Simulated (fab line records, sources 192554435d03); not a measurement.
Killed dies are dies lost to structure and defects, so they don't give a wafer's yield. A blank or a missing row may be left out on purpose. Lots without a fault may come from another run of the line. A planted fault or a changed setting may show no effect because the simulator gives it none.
One fault seen from 3 desks | flow n5_finfet | each desk has only its own numbers; what lay behind them comes last

THE DEFECT DESK
What the inspections along the route counted, lot by lot: means of the sampled wafers that have a number. A lot is out of limits, marked OUT, if its mean lies more than 4 standard deviations from the usual mean; the brackets give that distance.
Columns: A = raw_defect_count at N5_BEOL_M13_INSPECT_12, usual 1.9
lot  | first seen here | A
L130 | day 10 21:57    | 2.7
L129 | day 11 07:08    | 1.3
L131 | day 12 04:26    | 1.0
L132 | day 12 05:14    | 1.5
L139 | day 13 19:10    | 0.3
L141 | day 14 04:39    | 1.7
L143 | day 14 07:53    | 2.0
L142 | day 14 08:06    | 2.0
L144 | day 14 10:43    | 3.0
L146 | day 15 17:25    | 2.7
L149 | day 16 01:20    | 1.0
L151 | day 16 07:46    | 2.5
This desk's finding: nothing out of limits on any of the 12 lots.

THE TOOL OWNER'S DESK: litho_track-01
The tool's own readings at N5_BEOL_M13_COAT_66 (time 60 s, resist thk 110 nm): means of the sampled wafers that have a number, for each lot that ran on this tool. A lot is out of limits, marked OUT, if its mean lies more than 4 standard deviations from the usual mean; the brackets give that distance.
Columns: A = chill_plate_temp_C at N5_BEOL_M13_COAT_66, usual 23.03 C; B = spin_speed_rpm at N5_BEOL_M13_COAT_66, usual 1500.1 rpm
lot  | first seen here | A     | B
L130 | day 10 22:58    | 23.04 | 1499.4
L129 | day 11 07:44    | 22.95 | 1499.2
L139 | day 13 19:56    | 23.06 | 1728.8 (+99 or more) OUT
L142 | day 14 08:43    | 22.94 | 1729.6 (+99 or more) OUT
This desk's finding: out of limits on L139, L142; first on L139, day 13 19:56 (spin_speed_rpm at N5_BEOL_M13_COAT_66). In limits: L130, L129.

THE METROLOGY DESK
What the gauges read, lot by lot, whatever tool the lot ran on: means of the sampled wafers that have a number. A lot is out of limits, marked OUT, if its mean lies more than 4 standard deviations from the usual mean; the brackets give that distance.
Columns: A = M13_ILD_THK at N5_BEOL_M13_THK_MEAS_01, usual 842 nm
lot  | first seen here | A
L130 | day 10 21:35    | 842
L129 | day 11 06:38    | 850
L131 | day 12 03:58    | 840
L132 | day 12 04:52    | 838
L139 | day 13 18:49    | 842
L141 | day 14 04:10    | 836
L143 | day 14 07:31    | 839
L142 | day 14 07:37    | 846
L144 | day 14 10:14    | 833
L146 | day 15 16:56    | 857
L149 | day 16 00:51    | 850
L151 | day 16 07:24    | 857
This desk's finding: nothing out of limits on any of the 12 lots.

PUT TOGETHER
The tool owner's desk could have raised an alarm at day 13 19:56, on L139, L142.
The defect desk saw nothing out of limits.
The metrology desk saw nothing out of limits.
The defect desk has L139, L142 on record, within its limits.
The metrology desk has L139, L142 on record, within its limits.
Of the lots named, all ran N5_BEOL_M13_COAT_66 on litho_track-01.

WHAT THE SIMULATOR HAD PUT IN
Process parameter drift: litho_track-01, from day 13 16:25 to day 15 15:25, at N5_BEOL_M13_COAT_66. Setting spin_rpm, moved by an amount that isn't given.
Lots struck among those shown: L139, L142.
Hours from the fault's start to each desk's first reading out of limits: the tool owner's desk, 4.
